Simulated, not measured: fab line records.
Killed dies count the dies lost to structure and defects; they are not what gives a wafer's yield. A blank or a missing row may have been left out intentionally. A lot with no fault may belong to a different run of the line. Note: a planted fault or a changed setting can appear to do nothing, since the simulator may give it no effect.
Struck lot and sound lot, side by side | flow nandHarc | 16 out of 1302 route steps
Sound: the wafers L715.1, L715.4, L715.5. Wafers struck: L709.1, L709.2, L709.6. The cause is given at the end.
Order at every step that has rows: each side's tool, ch and its chambers, its first start. Under that, the readings that differ: sound wafers | struck wafers | difference of the means | sigmas: that difference in standard deviations of wafers without a fault.
alike: readings whose means differ by less than 2 such deviations, and words and numbers that are the same on both sides. not compared: withheld readings, readings that some wafer has no value for, bounds like >300 that may hide the same value, and numbers for which the record gives no deviation and whose values overlap.
Wherever a step has rows on one side only, a row that says differs or no value, or a row with sigmas, the two part there. When numbers do not overlap yet have no deviation, they are printed without sigmas and do not part them. A reading that every wafer of one side lacks parts them only if that side has two wafers or more.

NHARC_A_CHANNEL_HOLE_D1_ETCH_44: etches the open film in CF4/O2, target depth 140 nm, overetch 14 nm, time 77 s.
  sound on rieDiel-11 ch 0,3, day 17 12:03; struck on rieDiel-13 ch 0,2,3, day 14 20:11
  alike: chamberPressureMTorr, drypumpMotorCurrentA, oesProductAu, rfVppV, showerheadPlenumPTorr, throttleValvePct
  not compared: rfHoursCounterH
NHARC_A_CHANNEL_HOLE_D1_STRIP_27: strips in O2.
  sound: rieDiel-11 ch 0,1; struck: rieDiel-13 ch 0,2
  alike: chamberPressureMTorr, drypumpMotorCurrentA, oesProductAu, rfVppV, showerheadPlenumPTorr, throttleValvePct
  not compared: rfHoursCounterH
then, 2 steps without rows for these wafers: NHARC_A_CHANNEL_HOLE_D1_PRECLEAN_28 (cleans in SC1); NHARC_A_CHANNEL_HOLE_D1_SRD_29.
NHARC_A_CHANNEL_HOLE_D1_CD_MEAS_30:
  sound: cdSem-03 at day 17 12:50; struck: cdSem-02 at day 14 20:59
  alike: cdNm
NHARC_A_CHANNEL_HOLE_D1_XSEM_31:
  sound on xsem-02 ch 0, day 17 12:56; struck on xsem-01 ch 0, day 14 21:04
  alike: botCdNm, bowNm, tiltDeg
NHARC_A_CHANNEL_HOLE_D1_INSPECT_40:
  sound: defectInspect-01 at day 17 13:02; struck: defectInspect-01 at day 14 21:10
  alike: rawDefectCount
then, 2 steps without rows for these wafers: NHARC_A_CHANNEL_FILL_D1_PRECLEAN_00 (cleans in SC1); NHARC_A_CHANNEL_FILL_D1_SRD_01.
NHARC_A_CHANNEL_FILL_D1_ALD_02: deposits SiO2, target thk 6 nm, pulse time 10 s, ald cycles 60.
  sound on aldHk-02 ch 0,3, day 17 13:17; struck on aldHk-01 ch 1,2, day 14 21:35
reading          | sound       | struck      | difference | sigmas
heaterPowerW (W) | 473 528 531 | 520 391 382 | -80        | -2
  alike: aldCycles, precursorPulseHeightRel, susceptorTempC
NHARC_A_CHANNEL_FILL_D1_ALD_03: deposits SiNx, target thk 6 nm, pulse time 60 s, ald cycles 58.
  sound: aldSinBatch-01 ch 0; struck: aldSinBatch-02 ch 0
reading            | sound | struck               | difference                   | sigmas
susceptorTempC (C) | - - - | 630.21 629.91 630.13 | no value on the sound wafers | 
  alike: aldCycles, precursorPulseHeightRel
then, 1 step without rows for these wafers: NHARC_A_CHANNEL_FILL_D1_ALD_14 (deposits SiO2, target thk 2.5 nm, pulse time 10 s, ald cycles 25).
NHARC_A_CHANNEL_FILL_D1_ALD_15: deposits SiNx, target thk 2 nm, pulse time 60 s, ald cycles 19.
  sound on aldSinBatch-02 ch 0, day 17 23:19; struck on aldSinBatch-01 ch 0, day 15 07:20
reading            | sound    | struck               | difference                   | sigmas
aldCycles          | 19 19 19 | 25 25 25             | +6                           | 
susceptorTempC (C) | - - -    | 629.93 630.06 629.72 | no value on the sound wafers | 
  alike: precursorPulseHeightRel
NHARC_A_CHANNEL_FILL_D1_ALD_16: deposits SiO2, target thk 1.5 nm, pulse time 10 s, ald cycles 15.
  sound on aldHk-03 ch 0,2,3, day 18 01:25; struck on aldHk-03 ch 0,1,2, day 15 11:31
  alike: heaterPowerW, precursorPulseHeightRel, susceptorTempC
then, 1 step without rows for these wafers: NHARC_A_CHANNEL_FILL_D1_ANNEAL_17 (time 1800 s).
-- jump in the record: it breaks off in module A_CHANNEL_FILL_D1 and resumes in module END (first step shown: number 1302 of the route), and 15 days separate the struck wafers' starts before and after --
NHARC_END_SORT_01:
  sound on prober-02 ch 0, day 33 03:07; struck on prober-01 ch 0, day 30 08:32
  alike: killedAtArray, killedAtOther, killedAtPeriphery, killedDies, killedOpen, killedShort

## WHERE THEY PART
Earliest at NHARC_A_CHANNEL_FILL_D1_ALD_02; latest, in this record, at NHARC_A_CHANNEL_FILL_D1_ALD_15. Later steps at which nothing parts them and some readings are alike: NHARC_A_CHANNEL_FILL_D1_ALD_16, NHARC_END_SORT_01.

WHY: what had been put in by the simulator
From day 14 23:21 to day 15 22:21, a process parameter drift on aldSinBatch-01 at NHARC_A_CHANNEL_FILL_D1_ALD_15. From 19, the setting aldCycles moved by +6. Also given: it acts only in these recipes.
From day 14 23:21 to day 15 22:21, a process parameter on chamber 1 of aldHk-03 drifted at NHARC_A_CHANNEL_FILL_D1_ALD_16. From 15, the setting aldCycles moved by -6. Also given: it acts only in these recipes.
